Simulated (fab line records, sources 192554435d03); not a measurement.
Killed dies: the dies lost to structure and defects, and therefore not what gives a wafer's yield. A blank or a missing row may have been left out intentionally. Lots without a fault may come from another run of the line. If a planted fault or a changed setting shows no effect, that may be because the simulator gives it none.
What tool caused it?    flow n5-finfet    57 wafers from 19 lots sampled at 5 of the route's 1938 steps

== WHAT EACH GAUGE READ, for each wafer ==
N5_MOL_CONTACT_COAG_OVL_MEAS_41.
lot   measured      on          VD_OVL (nm)
L074  day 5 07:51   overlay-01  1.0 -0.6 1.6
L075  day 5 09:28   overlay-02  -0.4 0.2 1.2
L076  day 5 18:29   overlay-01  1.6 0.9 2.1
L077  day 5 19:23   overlay-02  0.8 1.6 0.6
L078  day 6 02:47   overlay-01  0.3 0.2 0.5
L079  day 6 09:35   overlay-01  0.1 1.6 0.9
L080  day 6 15:30   overlay-01  1.9 1.1 1.7
L081  day 7 01:23   overlay-02  1.3 1.0 -0.1
L083  day 7 14:11   overlay-01  0.0 0.7 1.5
L084  day 7 14:22   overlay-02  -0.1 -0.8 0.9
L085  day 8 02:57   overlay-01  0.4 2.2 1.7
L087  day 8 10:33   overlay-01  0.8 1.6 1.1
L089  day 9 04:22   overlay-02  1.3 1.1 1.8
L090  day 9 06:08   overlay-02  1.3 -1.1 -0.6
L091  day 9 12:26   overlay-02  0.0 0.7 0.2
L094  day 10 06:19  overlay-01  1.1 1.3 1.4
L095  day 10 13:52  overlay-01  -0.5 0.8 0.3
L096  day 10 19:04  overlay-02  0.6 0.7 1.0
L097  day 10 23:20  overlay-02  0.4 0.2 0.5

== WHICH TOOL RAN EACH LOT (tool, then ch and the chambers of the sampled wafers, then the start) ==
lot   N5_GATE_CUT_CUT_ETCH_55            N5_MOL_CONTACT_COAG_ETCH_105        N5_MOL_CONTACT_COAG_ETCH_106        N5_MOL_CONTACT_COAG_ETCH_110
L074  rie-metal-03 ch 0, day 4 11:36     rie-diel-01 ch 1,3, day 4 15:24     rie-diel-01 ch 1,3, day 4 15:26     rie-diel-01 ch 1,3, day 4 15:38
L075  rie-metal-03 ch 0, day 4 16:17     rie-diel-03 ch 0,2,3, day 4 19:51   rie-diel-03 ch 0,2,3, day 4 19:53   rie-diel-03 ch 0,2,3, day 4 20:05
L076  rie-metal-02 ch 0,1, day 5 04:20   rie-diel-03 ch 0,2,3, day 5 08:18   rie-diel-03 ch 0,2,3, day 5 08:20   rie-diel-03 ch 0,2,3, day 5 08:31
L077  rie-metal-02 ch 0,1, day 5 06:35   rie-diel-03 ch 0,2, day 5 09:54     rie-diel-03 ch 0,2, day 5 09:56     rie-diel-03 ch 0,2, day 5 10:08
L078  rie-metal-01 ch 0,1, day 5 13:18   rie-diel-03 ch 2,3, day 5 16:54     rie-diel-03 ch 2,3, day 5 16:56     rie-diel-03 ch 2,3, day 5 17:07
L079  rie-metal-02 ch 0,1, day 5 19:17   rie-diel-03 ch 0,2, day 5 22:47     rie-diel-03 ch 0,2, day 5 22:49     rie-diel-03 ch 0,2, day 5 23:00
L080  rie-metal-02 ch 0,1, day 6 02:29   rie-diel-01 ch 1,2, day 6 05:51     rie-diel-01 ch 1,2, day 6 05:52     rie-diel-01 ch 1,2, day 6 06:04
L081  rie-metal-01 ch 0,1, day 6 11:19   rie-diel-06 ch 0,3, day 6 15:03     rie-diel-06 ch 0,3, day 6 15:05     rie-diel-06 ch 0,3, day 6 15:17
L083  rie-metal-02 ch 0,1, day 7 00:16   rie-diel-01 ch 0,3, day 7 03:34     rie-diel-01 ch 0,3, day 7 03:36     rie-diel-01 ch 0,3, day 7 03:47
L084  rie-metal-03 ch 0,1, day 7 00:28   rie-diel-06 ch 0,1, day 7 03:55     rie-diel-06 ch 0,1, day 7 03:56     rie-diel-06 ch 0,1, day 7 04:08
L085  rie-metal-01 ch 0,1, day 7 10:08   rie-diel-01 ch 0,1,2, day 7 15:14   rie-diel-01 ch 0,1,2, day 7 15:16   rie-diel-01 ch 0,1,2, day 7 15:27
L087  rie-metal-03 ch 0,1, day 7 20:22   rie-diel-06 ch 0,1,2, day 7 23:49   rie-diel-06 ch 0,1,2, day 7 23:50   rie-diel-06 ch 0,1,2, day 8 00:02
L089  rie-metal-03 ch 0,1, day 8 12:28   rie-diel-06 ch 0,1,3, day 8 16:38   rie-diel-06 ch 0,1,3, day 8 16:40   rie-diel-06 ch 0,1,3, day 8 16:52
L090  rie-metal-01 ch 0,1, day 8 15:40   rie-diel-01 ch 0,2,3, day 8 19:07   rie-diel-01 ch 0,2,3, day 8 19:09   rie-diel-01 ch 0,2,3, day 8 19:21
L091  rie-metal-01 ch 0, day 8 22:17     rie-diel-03 ch 0,2,3, day 9 02:10   rie-diel-03 ch 0,2,3, day 9 02:11   rie-diel-03 ch 0,2,3, day 9 02:23
L094  rie-metal-02 ch 0,1, day 9 14:43   rie-diel-01 ch 0,2,3, day 9 18:10   rie-diel-01 ch 0,2,3, day 9 18:11   rie-diel-01 ch 0,2,3, day 9 18:23
L095  rie-metal-03 ch 0,1, day 9 21:21   rie-diel-03 ch 0,1,3, day 10 01:08  rie-diel-03 ch 0,1,3, day 10 01:12  rie-diel-03 ch 0,1,3, day 10 01:23
L096  rie-metal-02 ch 0,1, day 10 01:53  rie-diel-06 ch 0,3, day 10 05:13    rie-diel-06 ch 0,3, day 10 05:14    rie-diel-06 ch 0,3, day 10 05:26
L097  rie-metal-02 ch 0,1, day 10 08:28  rie-diel-01 ch 0,2,3, day 10 11:55  rie-diel-01 ch 0,2,3, day 10 11:57  rie-diel-01 ch 0,2,3, day 10 12:09
- N5_GATE_CUT_CUT_ETCH_55: etches HfO2 in BCl3, target depth 3.2 nm.
- N5_MOL_CONTACT_COAG_ETCH_105: etches SiARC in CF4, target depth 15.6 nm, time 26 s.
- N5_MOL_CONTACT_COAG_ETCH_106: etches SOC in N2/H2, target depth 80 nm, overetch 16 nm, time 120 s.
- N5_MOL_CONTACT_COAG_ETCH_110: etches Si in CF4/O2, target depth 2.5 nm, time 8 s.

== WHAT THE TOOLS THEMSELVES READ (means of the sampled wafers that have a number; where no wafer has one, the mark that the record gives instead) ==
N5_GATE_CUT_CUT_ETCH_55.
lot   tool          bcl3-flow-sccm (sccm)  drypump-motor-current-A (A)  oes-product-au (a.u.)  rf-fwd-power-W (W)  throttle-valve-pct (%)
L074  rie-metal-03  79.85                  5.7                          0.59                   438.7               33.13
L075  rie-metal-03  79.84                  5.7                          0.58                   439.6               33.13
L076  rie-metal-02  80.03                  5.5                          0.93                   441.2               33.12
L077  rie-metal-02  80.12                  5.5                          0.93                   439.9               33.12
L078  rie-metal-01  79.75                  6.1                          0.74                   439.3               33.33
L079  rie-metal-02  80.22                  5.5                          0.92                   441.4               33.13
L080  rie-metal-02  80.03                  5.5                          0.91                   440.8               33.13
L081  rie-metal-01  80.03                  5.9                          0.76                   438.4               33.10
L083  rie-metal-02  79.93                  5.5                          0.91                   441.6               33.13
L084  rie-metal-03  80.01                  5.8                          0.96                   442.0               32.65
L085  rie-metal-01  79.94                  6.0                          0.73                   439.1               33.33
L087  rie-metal-03  79.86                  5.7                          0.95                   441.1               32.74
L089  rie-metal-03  80.07                  5.8                          0.92                   442.5               32.65
L090  rie-metal-01  80.06                  5.9                          0.74                   438.6               33.11
L091  rie-metal-01  79.91                  5.6                          0.76                   437.1               32.89
L094  rie-metal-02  79.92                  5.5                          0.88                   439.4               33.13
L095  rie-metal-03  79.93                  5.8                          0.91                   441.1               32.65
L096  rie-metal-02  80.14                  5.9                          0.88                   439.3               33.13
L097  rie-metal-02  80.04                  6.0                          0.88                   438.6               33.14

N5_MOL_CONTACT_COAG_ETCH_105.
lot   tool         drypump-motor-current-A (A)  etch-rf-on-time-s (s)  oes-product-au (a.u.)  rf-fwd-power-W (W)  rf-vpp-V (V)  showerhead-plenum-p-Torr (Torr)  throttle-valve-pct (%)
L074  rie-diel-01  6.2                          26.1                   0.65                   535.0               183.5         2.10                             15.53
L075  rie-diel-03  5.6                          26.1                   0.65                   530.9               183.1         2.08                             15.67
L076  rie-diel-03  5.6                          26.4                   0.64                   532.7               184.0         2.08                             15.69
L077  rie-diel-03  5.4                          26.3                   0.62                   531.3               183.6         2.05                             15.64
L078  rie-diel-03  5.8                          26.0                   0.67                   531.6               183.8         2.12                             15.72
L079  rie-diel-03  5.4                          26.6                   0.61                   532.1               182.4         2.04                             15.65
L080  rie-diel-01  6.1                          27.2                   0.65                   533.8               183.5         2.10                             15.69
L081  rie-diel-06  5.8                          25.8                   0.65                   535.8               184.6         2.09                             15.54
L083  rie-diel-01  5.2                          25.7                   0.64                   533.6               184.5         2.12                             15.77
L084  rie-diel-06  5.8                          25.5                   0.65                   533.3               182.9         2.09                             15.50
L085  rie-diel-01  5.6                          26.2                   0.65                   533.2               183.2         2.11                             15.80
L087  rie-diel-06  5.5                          25.2                   0.69                   535.0               183.4         2.12                             15.60
L089  rie-diel-06  5.8                          25.8                   0.60                   534.3               183.9         2.10                             15.74
L090  rie-diel-01  5.5                          26.2                   0.68                   533.9               182.9         2.10                             15.62
L091  rie-diel-03  5.6                          26.2                   0.70                   532.0               183.8         2.16                             15.59
L094  rie-diel-01  5.6                          26.0                   0.68                   534.1               183.5         2.10                             15.63
L095  rie-diel-03  5.6                          25.9                   0.67                   530.4               184.3         2.11                             15.50
L096  rie-diel-06  5.8                          25.9                   0.63                   534.6               183.7         2.08                             15.59
L097  rie-diel-01  5.6                          25.8                   0.67                   532.8               183.0         2.10                             15.65

N5_MOL_CONTACT_COAG_ETCH_106.
lot   tool         drypump-motor-current-A (A)  oes-product-au (a.u.)  rf-fwd-power-W (W)  rf-vpp-V (V)  showerhead-plenum-p-Torr (Torr)  throttle-valve-pct (%)
L074  rie-diel-01  6.2                          0.68                   836.0               523.2         2.49                             17.67
L075  rie-diel-03  5.6                          0.68                   835.6               521.4         2.48                             17.98
L076  rie-diel-03  5.6                          0.68                   834.2               522.0         2.48                             18.00
L077  rie-diel-03  5.4                          0.65                   836.2               519.8         2.44                             17.96
L078  rie-diel-03  5.8                          0.69                   833.6               524.0         2.52                             18.03
L079  rie-diel-03  5.4                          0.65                   833.9               520.5         2.43                             17.98
L080  rie-diel-01  6.1                          0.69                   832.8               522.5         2.48                             17.79
L081  rie-diel-06  5.9                          0.69                   835.7               522.3         2.47                             17.66
L083  rie-diel-01  5.2                          0.67                   835.4               522.9         2.50                             17.91
L084  rie-diel-06  5.8                          0.68                   834.3               522.1         2.46                             17.59
L085  rie-diel-01  5.6                          0.69                   837.5               522.7         2.49                             17.91
L087  rie-diel-06  5.5                          0.70                   836.8               523.1         2.51                             17.80
L089  rie-diel-06  5.9                          0.64                   838.8               521.9         2.48                             17.86
L090  rie-diel-01  5.6                          0.71                   839.4               522.2         2.48                             17.77
L091  rie-diel-03  5.6                          0.73                   834.0               524.9         2.57                             17.92
L094  rie-diel-01  5.6                          0.71                   835.8               522.2         2.48                             17.78
L095  rie-diel-03  5.6                          0.70                   833.9               523.2         2.53                             17.80
L096  rie-diel-06  5.8                          0.66                   838.2               522.0         2.45                             17.71
L097  rie-diel-01  5.6                          0.70                   837.8               521.9         2.48                             17.80

N5_MOL_CONTACT_COAG_ETCH_110.
lot   tool         drypump-motor-current-A (A)  oes-product-au (a.u.)  rf-fwd-power-W (W)  rf-vpp-V (V)  showerhead-plenum-p-Torr (Torr)  throttle-valve-pct (%)
L074  rie-diel-01  6.2                          0.75                   199.2               124.4         2.18                             10.7
L075  rie-diel-03  5.6                          0.75                   198.6               127.0         2.16                             10.8
L076  rie-diel-03  5.6                          0.75                   198.6               127.7         2.16                             10.8
L077  rie-diel-03  5.4                          0.72                   198.8               129.4         2.13                             10.8
L078  rie-diel-03  5.8                          0.77                   198.4               123.8         2.20                             10.8
L079  rie-diel-03  5.4                          0.72                   198.1               129.8         2.12                             10.8
L080  rie-diel-01  6.1                          0.76                   198.0               124.8         2.19                             10.8
L081  rie-diel-06  5.9                          0.76                   198.8               126.1         2.17                             10.7
L083  rie-diel-01  5.3                          0.75                   198.1               127.3         2.20                             11.0
L084  rie-diel-06  5.8                          0.78                   198.8               127.0         2.17                             10.7
L085  rie-diel-01  5.7                          0.75                   198.8               127.0         2.19                             10.9
L087  rie-diel-06  5.5                          0.80                   199.4               129.2         2.20                             10.7
L089  rie-diel-06  5.9                          0.72                   199.1               126.5         2.18                             10.9
L090  rie-diel-01  5.6                          0.80                   198.3               127.5         2.18                             10.7
L091  rie-diel-03  5.6                          0.82                   198.7               127.7         2.24                             10.7
L094  rie-diel-01  5.6                          0.79                   198.4               127.4         2.18                             10.8
L095  rie-diel-03  5.6                          0.79                   198.1               126.5         2.20                             10.7
L096  rie-diel-06  5.9                          0.74                   198.3               126.9         2.16                             10.8
L097  rie-diel-01  5.5                          0.78                   198.2               127.6         2.18                             10.7

== THE ANSWER, worked out from the rows above alone ==
Rule: the lots themselves supply what counts as usual. Put in order of their means at a reading, lots are off if they are a third of the lots or fewer, leave a main group of 4 or more, and stand apart from it by a gap of 3 or more times the standard deviation of the main group's means; of several such gaps the widest counts. A main group whose means are all the same, to the digits that the tables above print for the reading, isn't used. A lot without any number at a reading at which 4 lots or more have one is off too. The other lots that the step has rows for count as sound. Order of review: gauges by route order, followed by the tools' own readings, for which a lot's mean as printed above is used. At the first step where some lot is off, the reading lying furthest off is the one used; lots without a number count as furthest.
None of the lots is off at any reading shown; this tells nothing.

== WHAT THE SIMULATOR HAD PUT IN ==
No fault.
